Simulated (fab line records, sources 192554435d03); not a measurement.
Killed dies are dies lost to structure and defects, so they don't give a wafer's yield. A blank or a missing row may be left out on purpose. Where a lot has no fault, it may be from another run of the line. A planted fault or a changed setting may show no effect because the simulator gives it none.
Which tool is to blame? / flow n5-finfet / 22 lots with 66 wafers sampled at 2 steps, on a route of 1938 steps

WHAT EACH GAUGE READ, for each wafer
N5_FIN_SAQP_CD_MEAS_27: the cd target is 20 nm.
lot=L074; measured=day 2 00:28; on=cd-sem-02; cd-nm (nm)=20.32 20.06 19.75
lot=L075; measured=day 2 05:40; on=cd-sem-01; cd-nm (nm)=20.27 20.79 19.78
lot=L076; measured=day 2 12:04; on=cd-sem-02; cd-nm (nm)=19.99 20.29 19.60
lot=L077; measured=day 2 18:49; on=cd-sem-02; cd-nm (nm)=20.80 20.26 20.56
lot=L080; measured=day 3 12:04; on=cd-sem-02; cd-nm (nm)=20.79 19.79 20.31
lot=L081; measured=day 3 19:37; on=cd-sem-01; cd-nm (nm)=19.89 20.27 21.17
lot=L082; measured=day 4 00:18; on=cd-sem-03; cd-nm (nm)=20.25 20.59 20.16
lot=L083; measured=day 4 06:20; on=cd-sem-02; cd-nm (nm)=20.05 20.35 19.76
lot=L084; measured=day 4 12:25; on=cd-sem-02; cd-nm (nm)=20.09 20.40 20.37
lot=L085; measured=day 4 19:00; on=cd-sem-02; cd-nm (nm)=20.25 20.52 20.21
lot=L086; measured=day 5 01:01; on=cd-sem-02; cd-nm (nm)=20.27 20.86 20.37
lot=L087; measured=day 5 06:50; on=cd-sem-03; cd-nm (nm)=20.37 20.36 20.31
lot=L088; measured=day 5 11:52; on=cd-sem-01; cd-nm (nm)=20.68 20.22 20.27
lot=L089; measured=day 5 18:05; on=cd-sem-02; cd-nm (nm)=19.94 20.27 20.34
lot=L090; measured=day 6 01:29; on=cd-sem-03; cd-nm (nm)=20.05 20.48 20.69
lot=L091; measured=day 6 06:23; on=cd-sem-02; cd-nm (nm)=20.38 19.95 20.33
lot=L092; measured=day 6 11:50; on=cd-sem-01; cd-nm (nm)=20.04 20.24 20.10
lot=L093; measured=day 6 17:35; on=cd-sem-02; cd-nm (nm)=19.83 19.77 20.39
lot=L094; measured=day 7 00:32; on=cd-sem-03; cd-nm (nm)=20.19 20.40 19.96
lot=L095; measured=day 7 06:35; on=cd-sem-02; cd-nm (nm)=20.37 20.83 20.26
lot=L096; measured=day 7 12:12; on=cd-sem-02; cd-nm (nm)=20.20 20.30 20.40
lot=L097; measured=day 7 21:41; on=cd-sem-02; cd-nm (nm)=20.16 20.28 20.24

WHAT TOOL EACH LOT RAN ON (gives the tool, then ch and the chambers of the sampled wafers, and finally the start)
lot=L074; N5_FIN_SAQP_HM_OPEN_73=rie-diel-01 ch 0,2,3, day 1 22:37
lot=L075; N5_FIN_SAQP_HM_OPEN_73=rie-diel-01 ch 0,1,3, day 2 03:51
lot=L076; N5_FIN_SAQP_HM_OPEN_73=rie-diel-05 ch 0,3, day 2 10:14
lot=L077; N5_FIN_SAQP_HM_OPEN_73=rie-diel-04 ch 2,3, day 2 16:44
lot=L080; N5_FIN_SAQP_HM_OPEN_73=rie-diel-01 ch 0,1,3, day 3 10:14
lot=L081; N5_FIN_SAQP_HM_OPEN_73=rie-diel-01 ch 1,3, day 3 16:57
lot=L082; N5_FIN_SAQP_HM_OPEN_73=rie-diel-05 ch 0,2,3, day 3 22:29
lot=L083; N5_FIN_SAQP_HM_OPEN_73=rie-diel-04 ch 0,2, day 4 04:24
lot=L084; N5_FIN_SAQP_HM_OPEN_73=rie-diel-04 ch 1,2, day 4 10:04
lot=L085; N5_FIN_SAQP_HM_OPEN_73=rie-diel-01 ch 2,3, day 4 17:10
lot=L086; N5_FIN_SAQP_HM_OPEN_73=rie-diel-04 ch 0,1,2, day 4 22:44
lot=L087; N5_FIN_SAQP_HM_OPEN_73=rie-diel-01 ch 0,1, day 5 04:50
lot=L088; N5_FIN_SAQP_HM_OPEN_73=rie-diel-05 ch 0,1,2, day 5 10:04
lot=L089; N5_FIN_SAQP_HM_OPEN_73=rie-diel-01 ch 0,1,3, day 5 15:47
lot=L090; N5_FIN_SAQP_HM_OPEN_73=rie-diel-04 ch 0,1,3, day 5 22:44
lot=L091; N5_FIN_SAQP_HM_OPEN_73=rie-diel-01 ch 2,3, day 6 03:44
lot=L092; N5_FIN_SAQP_HM_OPEN_73=rie-diel-04 ch 0,2,3, day 6 09:55
lot=L093; N5_FIN_SAQP_HM_OPEN_73=rie-diel-01 ch 0,1,3, day 6 15:46
lot=L094; N5_FIN_SAQP_HM_OPEN_73=rie-diel-01 ch 0,1,3, day 6 22:39
lot=L095; N5_FIN_SAQP_HM_OPEN_73=rie-diel-05 ch 0,2,3, day 7 04:29
lot=L096; N5_FIN_SAQP_HM_OPEN_73=rie-diel-05 ch 2,3, day 7 09:47
lot=L097; N5_FIN_SAQP_HM_OPEN_73=rie-diel-01 ch 0,2,3, day 7 19:50
- N5_FIN_SAQP_HM_OPEN_73: chemistry CHF3/O2, target SiO2, stops on a-Si, target depth 12 nm, time 16.8 s.

AS READ BY THE TOOLS THEMSELVES (means over the sampled wafers that have a number; for cases with no such wafer, the mark the record gives instead)
N5_FIN_SAQP_HM_OPEN_73.
lot=L074; tool=rie-diel-01; drypump-motor-current-A (A)=5.9; oes-product-au (a.u.)=0.50; rf-vpp-V (V)=523; showerhead-plenum-p-Torr (Torr)=2.50; throttle-valve-pct (%)=18.93
lot=L075; tool=rie-diel-01; drypump-motor-current-A (A)=6.0; oes-product-au (a.u.)=0.49; rf-vpp-V (V)=537; showerhead-plenum-p-Torr (Torr)=2.45; throttle-valve-pct (%)=19.08
lot=L076; tool=rie-diel-05; drypump-motor-current-A (A)=5.1; oes-product-au (a.u.)=0.53; rf-vpp-V (V)=523; showerhead-plenum-p-Torr (Torr)=2.40; throttle-valve-pct (%)=18.86
lot=L077; tool=rie-diel-04; drypump-motor-current-A (A)=5.6; oes-product-au (a.u.)=0.42; rf-vpp-V (V)=536; showerhead-plenum-p-Torr (Torr)=2.39; throttle-valve-pct (%)=18.99
lot=L080; tool=rie-diel-01; drypump-motor-current-A (A)=6.0; oes-product-au (a.u.)=0.48; rf-vpp-V (V)=536; showerhead-plenum-p-Torr (Torr)=2.44; throttle-valve-pct (%)=19.10
lot=L081; tool=rie-diel-01; drypump-motor-current-A (A)=5.8; oes-product-au (a.u.)=0.46; rf-vpp-V (V)=533; showerhead-plenum-p-Torr (Torr)=2.42; throttle-valve-pct (%)=19.28
lot=L082; tool=rie-diel-05; drypump-motor-current-A (A)=5.6; oes-product-au (a.u.)=0.48; rf-vpp-V (V)=519; showerhead-plenum-p-Torr (Torr)=2.39; throttle-valve-pct (%)=19.00
lot=L083; tool=rie-diel-04; drypump-motor-current-A (A)=5.6; oes-product-au (a.u.)=0.45; rf-vpp-V (V)=525; showerhead-plenum-p-Torr (Torr)=2.36; throttle-valve-pct (%)=18.90
lot=L084; tool=rie-diel-04; drypump-motor-current-A (A)=5.4; oes-product-au (a.u.)=0.47; rf-vpp-V (V)=521; showerhead-plenum-p-Torr (Torr)=2.42; throttle-valve-pct (%)=19.00
lot=L085; tool=rie-diel-01; drypump-motor-current-A (A)=5.5; oes-product-au (a.u.)=0.48; rf-vpp-V (V)=507; showerhead-plenum-p-Torr (Torr)=2.52; throttle-valve-pct (%)=18.97
lot=L086; tool=rie-diel-04; drypump-motor-current-A (A)=5.6; oes-product-au (a.u.)=0.48; rf-vpp-V (V)=511; showerhead-plenum-p-Torr (Torr)=2.39; throttle-valve-pct (%)=18.85
lot=L087; tool=rie-diel-01; drypump-motor-current-A (A)=5.9; oes-product-au (a.u.)=0.44; rf-vpp-V (V)=533; showerhead-plenum-p-Torr (Torr)=2.41; throttle-valve-pct (%)=19.24
lot=L088; tool=rie-diel-05; drypump-motor-current-A (A)=5.9; oes-product-au (a.u.)=0.51; rf-vpp-V (V)=526; showerhead-plenum-p-Torr (Torr)=2.38; throttle-valve-pct (%)=18.88
lot=L089; tool=rie-diel-01; drypump-motor-current-A (A)=6.0; oes-product-au (a.u.)=0.47; rf-vpp-V (V)=535; showerhead-plenum-p-Torr (Torr)=2.44; throttle-valve-pct (%)=19.14
lot=L090; tool=rie-diel-04; drypump-motor-current-A (A)=5.8; oes-product-au (a.u.)=0.53; rf-vpp-V (V)=514; showerhead-plenum-p-Torr (Torr)=2.39; throttle-valve-pct (%)=18.68
lot=L091; tool=rie-diel-01; drypump-motor-current-A (A)=5.8; oes-product-au (a.u.)=0.49; rf-vpp-V (V)=523; showerhead-plenum-p-Torr (Torr)=2.49; throttle-valve-pct (%)=19.03
lot=L092; tool=rie-diel-04; drypump-motor-current-A (A)=5.8; oes-product-au (a.u.)=0.55; rf-vpp-V (V)=528; showerhead-plenum-p-Torr (Torr)=2.36; throttle-valve-pct (%)=18.59
lot=L093; tool=rie-diel-01; drypump-motor-current-A (A)=6.0; oes-product-au (a.u.)=0.46; rf-vpp-V (V)=535; showerhead-plenum-p-Torr (Torr)=2.43; throttle-valve-pct (%)=19.15
lot=L094; tool=rie-diel-01; drypump-motor-current-A (A)=6.0; oes-product-au (a.u.)=0.46; rf-vpp-V (V)=535; showerhead-plenum-p-Torr (Torr)=2.43; throttle-valve-pct (%)=19.15
lot=L095; tool=rie-diel-05; drypump-motor-current-A (A)=5.6; oes-product-au (a.u.)=0.51; rf-vpp-V (V)=518; showerhead-plenum-p-Torr (Torr)=2.38; throttle-valve-pct (%)=18.89
lot=L096; tool=rie-diel-05; drypump-motor-current-A (A)=6.1; oes-product-au (a.u.)=0.49; rf-vpp-V (V)=514; showerhead-plenum-p-Torr (Torr)=2.38; throttle-valve-pct (%)=19.02
lot=L097; tool=rie-diel-01; drypump-motor-current-A (A)=5.9; oes-product-au (a.u.)=0.47; rf-vpp-V (V)=523; showerhead-plenum-p-Torr (Torr)=2.48; throttle-valve-pct (%)=19.01

THE ANSWER, worked out from the rows above alone
Rule: the usual values come from the lots themselves. Put in order of their means at a reading, lots are off if they are a third of the lots or fewer, leave a main group of 4 or more, and stand apart from it by a gap of 3 or more times the standard deviation of the main group's means; of several such gaps the widest counts. The tables above print the reading to a certain number of digits; a main group whose means all agree to those digits is not used. A lot without any number at a reading at which 4 lots or more have one is off too. All remaining lots with rows at the step are treated as sound. After the gauges, taken in route order, come the tools' own readings; for these a lot's mean is taken, as printed above. At the first step where some lot is off, the reading lying furthest off is the one used; lots without a number count as furthest.
None of the lots is off at any reading shown; this tells nothing.

WHAT HAD BEEN PUT IN BY THE SIMULATOR
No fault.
